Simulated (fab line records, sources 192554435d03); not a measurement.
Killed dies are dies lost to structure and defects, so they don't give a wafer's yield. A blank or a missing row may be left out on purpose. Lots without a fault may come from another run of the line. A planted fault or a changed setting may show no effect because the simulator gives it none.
fab line records | flow n5_finfet
record lots=4 wafers=21
route steps=1938 shown ZERO_LAYER@9 SD_EPI_N@268 SDB@369 GATE_CUT@466 MOL_CONTACT_COAG@523
start_h: hours from the record's first day to the start of the lot's first wafer shown | wait_h: hours since the lot's step before | " the same as in the row above | L1.1+2: a row that stands for several wafers | - no value, or no start given | * or withheld: withheld | < > ~ a bound
route shown NAME@n: a module of which the file shows steps, and the number in the route of the first | usual: mean/standard deviation of fault-free wafers | same: alike in all rows | chamber/n: place in a boat | sites: the reading at each site | _std_site: their standard deviation | _edge_site: outer sites' mean less inner sites' | radius_mm: how far each site lies from the wafer's centre | mask NAME#n: copy n | behind: the tool/chamber that last shaped the wafer | hold: why the lot was held/for how many hours/how that ended | device: the transistor (n, p or np) that didn't switch | end of line: the same wafers' tests at the end of the route | a step without rows: its recipe alone | killed: dies lost to structure and defects at the first sort, not the wafer's yield | map: a wafer's dies, x killed, . not, _ none there
set.NAME: the setting as run; set.NAME@STEP: as run at that earlier step | model.NAME: the simulator's own value behind a step, which no gauge read
lots whose settings were changed on purpose; a table a step, a row a wafer
## steps
# step N5_ZERO_LAYER_EXPOSE_08
# recipe mask_id=ZERO na=0.55 source_shape=conventional sigma_outer=0.8 polarization=unpolarized defocus_nm=0 target_cd_nm=2000 dose_mj=16.2
# columns lot.wafer tool chamber start_h wait_h mask set.dose_mj
L077.1+2+4 krf_scanner-01 0 30.63 - ZERO#0 15.04
L077.3+5+6 " 0 " " ZERO#0 16.2
L083.4+5+6 krf_scanner-01 0 66.61 - ZERO#0 16.2
L084.1+2+3+4+5+6 krf_scanner-01 0 72.46 - ZERO#0 16.2
L089.1+3+6 krf_scanner-01 0 102.59 - ZERO#0 16.5
L089.2+4+5 " 0 " " ZERO#0 16.2
# step N5_ZERO_LAYER_DEVELOP_10
# recipe develop_time_s=60 rinse_liquid=diw dry=air_spin dev_temp_c=21
# columns lot.wafer tool chamber start_h wait_h set.develop_time_s
L077.1+4+5 litho_track-01 0 - - 68.59
L077.2+3+6 " 0 " " 60
L083.4+5+6 litho_track-04 0 - - 60
L084.1+3+5 litho_track-04 0 - - 60
L084.2+4+6 " 0 " " 66.02
L089.1+2+3+4+5+6 litho_track-05 0 - - 60
# step N5_ZERO_LAYER_HARDBAKE_23
# recipe temp_c=130 time_s=120
# step N5_ZERO_LAYER_CD_MEAS_11
# recipe target_cd_nm=2000 landing_energy_ev=500 detector=se_inlens
# usual cd_nm=2000.8/2
# columns lot.wafer tool chamber start_h wait_h set.dose_mj@ZERO_LAYER_EXPOSE_08 cd_nm
L077.1 cd_sem-01 0 30.80 - 15.04 1992.3
L077.2 " 0 " " 15.04 1986.7
L077.3 " 0 " " 16.2 2003.0
L077.4 " 0 " " 15.04 1992.0
L077.5 " 0 " " 16.2 2002.2
L077.6 " 0 " " 16.2 2001.2
L083.4 cd_sem-03 0 66.77 - 16.2 1999.8
L083.5 " 0 " " 16.2 2005.2
L083.6 " 0 " " 16.2 2006.2
L084.1 cd_sem-02 0 72.64 - 16.2 2004.3
L084.2 " 0 " " 16.2 2003.6
L084.3 " 0 " " 16.2 2001.0
L084.4 " 0 " " 16.2 2002.8
L084.5 " 0 " " 16.2 2000.7
L084.6 " 0 " " 16.2 2006.5
L089.1 cd_sem-03 0 102.77 - 16.5 2004.4
L089.2 " 0 " " 16.2 1999.5
L089.3 " 0 " " 16.5 2003.1
L089.4 " 0 " " 16.2 1999.7
L089.5 " 0 " " 16.2 2002.2
L089.6 " 0 " " 16.5 2004.2
# step N5_ZERO_LAYER_DESCUM_16
# recipe chemistry=O2 time_s=7.9 source_power_w=50 bias_power_w=20 pressure_mtorr=20 rf_frequency_hz=2.712e+07 temp_c=40 o2_flow_sccm=225
# columns lot.wafer tool chamber start_h wait_h set.time_s set.dose_mj@ZERO_LAYER_EXPOSE_08 model.ZERO_LAYER.cd_nm
L077.1 rie_diel-04 1 30.84 0.0 7.9 15.04 1992
L077.2 " 2 " " 8.36 15.04 1987
L077.3 " 3 " " 7.9 16.2 2003
L077.4 " 3 " " 8.36 15.04 1992
L077.5 " 2 " " 7.9 16.2 2002
L077.6 " 1 " " 8.36 16.2 2001
L083.4 rie_diel-03 2 66.80 0.0 7.9 16.2 2000
L083.5 " 3 " " 7.9 16.2 2005
L083.6 " 2 " " 7.9 16.2 2006
L084.1 rie_diel-03 0 72.71 0.1 7.283 16.2 2004
L084.2 " 2 " " 7.9 16.2 2003
L084.3 " 3 " " 7.9 16.2 2001
L084.4 " 1 " " 7.283 16.2 2003
L084.5 " 3 " " 7.283 16.2 2000
L084.6 " 0 " " 7.9 16.2 2006
L089.1 rie_diel-04 3 102.86 0.1 9.335 16.5 2004
L089.2 " 2 " " 7.9 16.2 1999
L089.3 " 0 " " 7.9 16.5 2003
L089.4 " 1 " " 9.335 16.2 2000
L089.5 " 2 " " 7.9 16.2 2002
L089.6 " 3 " " 9.335 16.5 2005
# step N5_SD_EPI_N_PEB_07
# recipe peb_temp_c=110 peb_time_s=60 resist=CAR-ArF-block
# columns lot.wafer tool chamber start_h wait_h set.peb_time_s
L077.1+2+4 litho_track-04 0 67.99 0.1 52.32
L077.3+5+6 " 0 " " 60
L083.4+5+6 litho_track-02 0 102.61 0.0 60
L084.1+4+5 litho_track-03 0 111.47 0.1 60
L084.2+3+6 " 0 " " 55.02
L089.1+2+3+4+5+6 litho_track-04 0 138.20 0.1 60
# step N5_SD_EPI_N_DEVELOP_08
# recipe develop_time_s=30 developer=TMAH resist=CAR-ArF-block dev_temp_c=23 rinse_liquid=diw dry=air_spin
# step N5_SD_EPI_N_CD_MEAS_09
# recipe target_cd_nm=120 landing_energy_ev=500 detector=se_inlens
# usual cd_nm=120.7/0.76
# columns lot.wafer tool chamber start_h wait_h set.peb_time_s@SD_EPI_N_PEB_07 cd_nm
L077.1 cd_sem-03 0 68.06 - 52.32 116.5
L077.2 " 0 " " 52.32 115.6
L077.3 " 0 " " 60 120.7
L077.4 " 0 " " 52.32 116.0
L077.5 " 0 " " 60 120.7
L077.6 " 0 " " 60 121.5
L083.4 cd_sem-02 0 102.68 - 60 122.2
L083.5 " 0 " " 60 121.6
L083.6 " 0 " " 60 120.8
L084.1 cd_sem-03 0 111.54 - 60 120.7
L084.2 " 0 " " 55.02 118.8
L084.3 " 0 " " 55.02 117.9
L084.4 " 0 " " 60 120.7
L084.5 " 0 " " 60 120.5
L084.6 " 0 " " 55.02 117.4
L089.1 cd_sem-02 0 138.27 - 60 121.6
L089.2 " 0 " " 60 121.5
L089.3 " 0 " " 60 122.2
L089.4 " 0 " " 60 120.6
L089.5 " 0 " " 60 120.6
L089.6 " 0 " " 60 121.2
# step N5_SD_EPI_N_DESCUM_14
# recipe chemistry=O2 time_s=7.9 source_power_w=50 bias_power_w=20 pressure_mtorr=20 rf_frequency_hz=2.712e+07 temp_c=40 resist=CAR-ArF-block o2_flow_sccm=225
# columns lot.wafer tool chamber start_h wait_h set.peb_time_s@SD_EPI_N_PEB_07 model.SD_EPI_N.cd_nm
L077.1 rie_diel-02 3 68.14 0.0 52.32 116.4
L077.2 " 1 " " 52.32 115.6
L077.3+5 " 0,3 " " 60 120.4
L077.4 " 2 " " 52.32 115.8
L077.6 " 2 " " 60 121.2
L083.4 rie_diel-01 0 102.79 0.0 60 121.8
L083.5 " 1 " " 60 121.6
L083.6 " 2 " " 60 121.2
L084.1 rie_diel-02 2 111.65 0.0 60 120.6
L084.2 " 0 " " 55.02 118.6
L084.3 " 1 " " 55.02 117.6
L084.4 " 2 " " 60 120.8
L084.5 " 1 " " 60 120.4
L084.6 " 0 " " 55.02 117
L089.1+2 rie_diel-01 2,0 138.35 0.0 60 121.4
L089.3 " 1 " " 60 121.8
L089.4+5 " 3,1 " " 60 120.8
L089.6 " 0 " " 60 121.2
# step N5_SD_EPI_N_ETCH_34
# recipe chemistry=CF4 target=SiARC target_depth_a=455 mask_material=CAR-ArF-block time_s=75.8 ion_energy_ev=80 pressure_mtorr=40 source_w=545 bias_w=36 Ar_flow_sccm=100 cf4_flow_sccm=100 ends=cleared
# columns lot.wafer tool chamber start_h wait_h set.peb_time_s@SD_EPI_N_PEB_07 model.SD_EPI_N.cd_nm
L077.1 rie_diel-02 3 68.18 0.0 52.32 116.4
L077.2 " 1 " " 52.32 115.4
L077.3+5 " 0,3 " " 60 120.4
L077.4 " 2 " " 52.32 115.6
L077.6 " 2 " " 60 121.2
L083.4 rie_diel-01 0 102.84 0.0 60 121.8
L083.5 " 1 " " 60 121.6
L083.6 " 2 " " 60 121
L084.1+4 rie_diel-02 2 111.68 0.0 60 120.8
L084.2 " 0 " " 55.02 118.4
L084.3 " 1 " " 55.02 117.4
L084.5 " 1 " " 60 120.2
L084.6 " 0 " " 55.02 117
L089.1+2+6 rie_diel-01 2,0,0 138.39 0.0 60 121.2
L089.3 " 1 " " 60 121.6
L089.4+5 " 3,1 " " 60 120.6
# step N5_SDB_CUT_ETCH_26
# recipe chemistry=HBr/Cl2/O2 target=Si target_depth_a=1296 bt_time_s=20 mask_material=SiNx time_s=51.8 ion_energy_ev=* bias_w=* pressure_mtorr=10 icp_w=800 HBr_flow_sccm=150 Cl2_flow_sccm=80 O2_flow_sccm=12
# columns lot.wafer tool chamber start_h wait_h set.icp_w model.etch.depth_nm model.SDB.feature_depth_nm
L077.1 rie_si-02 3 85.17 0.1 800 130 130
L077.2 " 1 " " 800 128.7 128.8
L077.3 " 2 " " 930.1 143.8 143.8
L077.4 " 3 " " 930.1 138.9 139
L077.5 " 2 " " 930.1 143.5 143.6
L077.6 " 1 " " 800 129.1 129.2
L083.4 rie_si-05 0 120.43 0.1 800 127.9 128
L083.5 " 0 " " 800 129.1 129.2
L083.6 " 1 " " 800 130.7 130.6
L084.1 rie_si-05 3 128.57 0.1 800 128.7 128.6
L084.2 " 0 " " 800 127 127
L084.3 " 2 " " 800 126.7 126.8
L084.4 " 1 " " 800 129.1 129
L084.5 " 1 " " 800 130.1 130.2
L084.6 " 2 " " 800 128.6 128.6
L089.1 rie_si-02 2 156.35 0.1 800 132.3 132.2
L089.2 " 1 " " 800 127.8 127.8
L089.3 " 0 " " 800 129.6 129.6
L089.4 " 3 " " 863.4 132.9 132.8
L089.5 " 2 " " 863.4 136.1 136
L089.6 " 3 " " 863.4 132.5 132.4
# step N5_SDB_ALD_29
# recipe material=SiNx target_thk_a=300 temp_c=400 ald_precursor_family=SiH2I2 ald_co_reactant=N2/H2-plasma pulse_time_s=1 ald_cycles=600 purge_time_s=2 co_reactant_purge_time_s=2 pressure_torr=2
# columns lot.wafer tool chamber start_h wait_h set.ald_cycles model.SiNx_of_SDB_ALD_29.thk_nm
L077.1+3+6 ald_sin-04 2,3,3 85.71 0.4 600 30.2
L077.2+4 " 0,1 " " 600 30
L077.5 " 0 87.07 1.7 600 29.8
L083.4+5 ald_sin-02 1,0 121.96 1.4 600 30.4
L083.6 " 3 " " 600 30
L084.1+3 ald_sin-04 1,2 128.75 0.0 600 30.2
L084.2 " 3 " " 631 31.8
L084.4+5 " 0,2 " " 631 31.6
L084.6 " 3 130.10 1.4 600 30
L089.1 ald_sin-01 0 156.53 0.0 600 29.8
L089.2+4 " 1,3 " " 644 32
L089.3 " 2 " " 644 32.2
L089.5+6 " 2,3 157.88 1.4 600 30
# step N5_GATE_CUT_ETCH_56
# recipe chemistry=Cl2/Ar target=TiN target_depth_a=216 pressure_mtorr=10 icp_w=600 bias_w=60 Cl2_flow_sccm=40 Ar_flow_sccm=60
# columns lot.wafer tool chamber start_h wait_h set.bias_w model.etch.depth_nm
L077.1 rie_metal-01 1 100.34 0.1 60 21.64
L077.2 " 0 " " 60 21.46
L077.3 " 0 " " 66.25 22.27
L077.4 " 1 " " 60 21.65
L077.5 " 0 " " 66.25 22.15
L077.6 " 1 " " 66.25 22.3
L083.4 rie_metal-03 0 133.94 0.2 60 21.08
L083.5 " 0 " " 60 21.39
L083.6 " 0 " " 60 21.38
L084.1 rie_metal-02 0 141.62 0.1 60 22
L084.2 " 1 " " 60 21.46
L084.3 " 0 " " 60 21.77
L084.4 " 1 " " 68.35 22.51
L084.5 " 0 " " 68.35 22.93
L084.6 " 1 " " 68.35 22.56
L089.1 rie_metal-02 0 169.69 0.1 60 21.75
L089.2 " 1 " " 68.03 22.62
L089.3 " 0 " " 68.03 22.85
L089.4 " 1 " " 60 21.6
L089.5 " 0 " " 68.03 22.97
L089.6 " 1 " " 60 21.45
# step N5_MOL_CONTACT_COAG_EXPOSE_05
# recipe mask_id=CA na=0.33 source_shape=annular sigma_inner=0.4 sigma_outer=0.8 polarization=unpolarized defocus_nm=0 dose_mj=38.25
# columns lot.wafer tool chamber start_h wait_h mask set.dose_mj
L077.1+2+3+4+5+6 euv_scanner-02 0 107.77 - CA#0 38.25
L083.4+5+6 euv_scanner-02 0 141.22 - CA#0 38.25
L084.1+5+6 euv_scanner-02 0 148.89 - CA#0 38.25
L084.2+3+4 " 0 " " CA#0 39.6
L089.1+3+6 euv_scanner-01 0 177.56 - CA#0 35.59
L089.2+4+5 " 0 " " CA#0 38.25
# step N5_MOL_CONTACT_COAG_PEB_06
# recipe peb_temp_c=100 peb_time_s=60 resist=CAR-EUV
# step N5_MOL_CONTACT_COAG_DEVELOP_07
# recipe develop_time_s=30 developer=TMAH resist=CAR-EUV rinse_liquid=surfactant_rinse dry=air_spin dev_temp_c=23
# step N5_MOL_CONTACT_COAG_CD_MEAS_08
# recipe target_cd_nm=28 landing_energy_ev=500 detector=se_inlens polarity=opening
# usual cd_nm=27.95/0.28
# columns lot.wafer tool chamber start_h wait_h set.dose_mj@MOL_CONTACT_COAG_EXPOSE_05 cd_nm
L077.1 cd_sem-01 0 107.90 - 38.25 28.17
L077.2 " 0 " " 38.25 28.09
L077.3 " 0 " " 38.25 27.58
L077.4 " 0 " " 38.25 27.67
L077.5 " 0 " " 38.25 27.90
L077.6 " 0 " " 38.25 27.89
L083.4 cd_sem-03 0 141.33 - 38.25 28.08
L083.5 " 0 " " 38.25 28.45
L083.6 " 0 " " 38.25 28.19
L084.1 cd_sem-03 0 149.02 - 38.25 27.71
L084.2 " 0 " " 39.6 28.36
L084.3 " 0 " " 39.6 28.67
L084.4 " 0 " " 39.6 28.42
L084.5 " 0 " " 38.25 27.45
L084.6 " 0 " " 38.25 27.86
L089.1 cd_sem-03 0 177.69 - 35.59 26.15
L089.2 " 0 " " 38.25 27.82
L089.3 " 0 " " 35.59 25.81
L089.4 " 0 " " 38.25 27.79
L089.5 " 0 " " 38.25 28.03
L089.6 " 0 " " 35.59 26.28
# step N5_MOL_CONTACT_COAG_DESCUM_13
# recipe chemistry=O2 time_s=7 source_power_w=50 bias_power_w=20 pressure_mtorr=20 rf_frequency_hz=2.712e+07 temp_c=40 resist=CAR-EUV o2_flow_sccm=225
# step N5_MOL_CONTACT_COAG_ETCH_59
# recipe chemistry=N2/H2 target=underlayer target_depth_a=130 mask_material=CAR-EUV time_s=10.4 ion_energy_ev=200 pressure_mtorr=30 source_w=840 bias_w=150 n2_flow_sccm=200 h2_flow_sccm=200 ends=cleared
# columns lot.wafer tool chamber start_h wait_h set.dose_mj@MOL_CONTACT_COAG_EXPOSE_05 model.MOL_CONTACT_COAG.cd_offset_nm
L077.1+2+4+5 rie_diel-06 1,3,1,3 108.20 0.0 38.25 0
L077.3+6 " 2 " " 38.25 -0.4
L083.4+6 rie_diel-01 3,1 141.50 0.0 38.25 0
L083.5 " 2 " " 38.25 0.2
L084.1+6 rie_diel-01 3,0 149.18 0.0 38.25 0
L084.2 " 1 " " 39.6 0.6
L084.3+4 " 2,0 " " 39.6 0.4
L084.5 " 3 " " 38.25 -0.2
L089.1 rie_diel-01 3 178.06 0.0 35.59 -1.6
L089.2+4+5 " 0,3,0 " " 38.25 -0.2
L089.3 " 2 " " 35.59 -2
L089.6 " 2 " " 35.59 -1.8
# step N5_MOL_CONTACT_COAG_ETCH_105
# recipe chemistry=CF4 target=SiARC target_depth_a=156 mask_material=CAR-EUV time_s=26 ion_energy_ev=80 pressure_mtorr=40 source_w=545 bias_w=36 Ar_flow_sccm=100 cf4_flow_sccm=100 ends=cleared
# columns lot.wafer tool chamber start_h wait_h set.dose_mj@MOL_CONTACT_COAG_EXPOSE_05 model.MOL_CONTACT_COAG.cd_offset_nm
L077.1+2+4+5 rie_diel-06 1,3,1,3 108.22 0.0 38.25 0
L077.3+6 " 2 " " 38.25 -0.4
L083.4+5 rie_diel-01 3,2 141.52 0.0 38.25 0
L083.6 " 1 " " 38.25 -0.2
L084.1+5 rie_diel-01 3 149.20 0.0 38.25 -0.2
L084.2+4 " 1,0 " " 39.6 0.6
L084.3 " 2 " " 39.6 0.4
L084.6 " 0 " " 38.25 0.2
L089.1+6 rie_diel-01 3,2 178.08 0.0 35.59 -1.8
L089.2+5 " 0 " " 38.25 0
L089.3 " 2 " " 35.59 -2
L089.4 " 3 " " 38.25 -0.2
# step N5_MOL_CONTACT_COAG_ETCH_106
# recipe chemistry=N2/H2 target=SOC target_depth_a=800 overetch_a=160 mask_material=SiARC temp_c=40 time_s=120 ion_energy_ev=200 pressure_mtorr=30 source_w=840 bias_w=150 n2_flow_sccm=200 h2_flow_sccm=200
# step N5_MOL_CONTACT_COAG_STRIP_107
# recipe chemistry=N2/H2 temp_c=40 n2_flow_sccm=200 h2_flow_sccm=200 rf_frequency_hz=6e+07
# step N5_MOL_CONTACT_COAG_STRIP_109
# recipe chemistry=C4F6/O2 resist=SiARC rf_frequency_hz=6e+07
# step N5_MOL_CONTACT_COAG_ETCH_15
# recipe chemistry=CH3F/O2 target=SiNx target_depth_a=70 mask_material=SOC stop_on=Si:P over_etch_frac=0.75 ion_energy_ev=120 pressure_mtorr=30 source_w=395 bias_w=73 Ar_flow_sccm=150 CH3F_flow_sccm=30 O2_flow_sccm=20
# step N5_MOL_CONTACT_COAG_ETCH_110
# recipe chemistry=CF4/O2 target=Si target_depth_a=25 time_s=8 pressure_mtorr=100 source_w=200 bias_w=12 ion_energy_ev=60 Ar_flow_sccm=100 cf4_flow_sccm=100 O2_flow_sccm=10
# columns lot.wafer tool chamber start_h wait_h set.dose_mj@MOL_CONTACT_COAG_EXPOSE_05 model.MOL_CONTACT_COAG.cd_offset_nm
L077.1+4 rie_diel-06 1 108.45 0.0 38.25 -0.4
L077.2+3+6 " 3,2,2 " " 38.25 -0.2
L077.5 " 3 " " 38.25 0
L083.4+5 rie_diel-01 3,2 141.74 0.0 38.25 0.2
L083.6 " 1 " " 38.25 -0.2
L084.1 rie_diel-01 3 149.42 0.0 38.25 0.4
L084.2+3 " 1,2 " " 39.6 0.6
L084.4 " 0 " " 39.6 0.4
L084.5+6 " 3,0 " " 38.25 0.2
L089.1 rie_diel-01 3 178.31 0.0 35.59 -1.6
L089.2+5 " 0 " " 38.25 -0.2
L089.3+6 " 2 " " 35.59 -1.8
L089.4 " 3 " " 38.25 0
# step N5_MOL_CONTACT_COAG_COAT_63
# recipe resist=SiARC temp_c=220 time_s=60 spin_rpm=1500 resist_thk_nm=10
# columns lot.wafer tool chamber start_h wait_h set.spin_rpm model.SiARC_of_MOL_CONTACT_COAG_COAT_63.thk_nm
L077.1+5+6 litho_track-03 0 - - 1383 10.4
L077.2+3+4 " 0 " " 1500 10
L083.4+5+6 litho_track-03 0 - - 1500 10
L084.1+2+3+4+5+6 litho_track-03 0 - - 1500 10
L089.1+5+6 litho_track-03 0 - - 1500 10
L089.2+3+4 " 0 " " 1432 10.2
## key
split step=N5_ZERO_LAYER_EXPOSE_08 setting=dose_mj stated=16.2 by=wafer
response step=N5_ZERO_LAYER_CD_MEAS_11 reading=cd_nm change=+1.67 per=1% r=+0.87
response step=N5_ZERO_LAYER_DESCUM_16 reading=model.ZERO_LAYER.cd_nm change=+1.66 per=1% r=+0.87
split step=N5_ZERO_LAYER_DEVELOP_10 setting=develop_time_s stated=60 by=wafer
response none clear
split step=N5_ZERO_LAYER_DESCUM_16 setting=time_s stated=7.9 by=wafer
response none clear
split step=N5_SD_EPI_N_PEB_07 setting=peb_time_s stated=60 by=wafer
response step=N5_SD_EPI_N_CD_MEAS_09 reading=cd_nm change=+0.361 per=1% r=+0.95
response step=N5_SD_EPI_N_DESCUM_14 reading=model.SD_EPI_N.cd_nm change=+0.363 per=1% r=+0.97
response step=N5_SD_EPI_N_ETCH_34 reading=model.SD_EPI_N.cd_nm change=+0.375 per=1% r=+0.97
split step=N5_SDB_CUT_ETCH_26 setting=icp_w stated=800 by=wafer
response step=N5_SDB_CUT_ETCH_26 reading=model.etch.depth_nm change=+0.731 per=1% r=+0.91
response step=N5_SDB_CUT_ETCH_26 reading=model.SDB.feature_depth_nm change=+0.73 per=1% r=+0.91
split step=N5_SDB_ALD_29 setting=ald_cycles stated=600 by=wafer
response step=N5_SDB_ALD_29 reading=model.SiNx_of_SDB_ALD_29.thk_nm change=+0.293 per=1% r=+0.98
split step=N5_GATE_CUT_ETCH_56 setting=bias_w stated=60 by=wafer
response step=N5_GATE_CUT_ETCH_56 reading=model.etch.depth_nm change=+0.0747 per=1% r=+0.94
split step=N5_MOL_CONTACT_COAG_EXPOSE_05 setting=dose_mj stated=38.25 by=wafer
response step=N5_MOL_CONTACT_COAG_CD_MEAS_08 reading=cd_nm change=+0.253 per=1% r=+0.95
response step=N5_MOL_CONTACT_COAG_ETCH_59 reading=model.MOL_CONTACT_COAG.cd_offset_nm change=+0.214 per=1% r=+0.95
response step=N5_MOL_CONTACT_COAG_ETCH_105 reading=model.MOL_CONTACT_COAG.cd_offset_nm change=+0.241 per=1% r=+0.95
response step=N5_MOL_CONTACT_COAG_ETCH_110 reading=model.MOL_CONTACT_COAG.cd_offset_nm change=+0.198 per=1% r=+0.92
split step=N5_MOL_CONTACT_COAG_COAT_63 setting=spin_rpm stated=1500 by=wafer
response step=N5_MOL_CONTACT_COAG_COAT_63 reading=model.SiARC_of_MOL_CONTACT_COAG_COAT_63.thk_nm change=-0.0495 per=1% r=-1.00
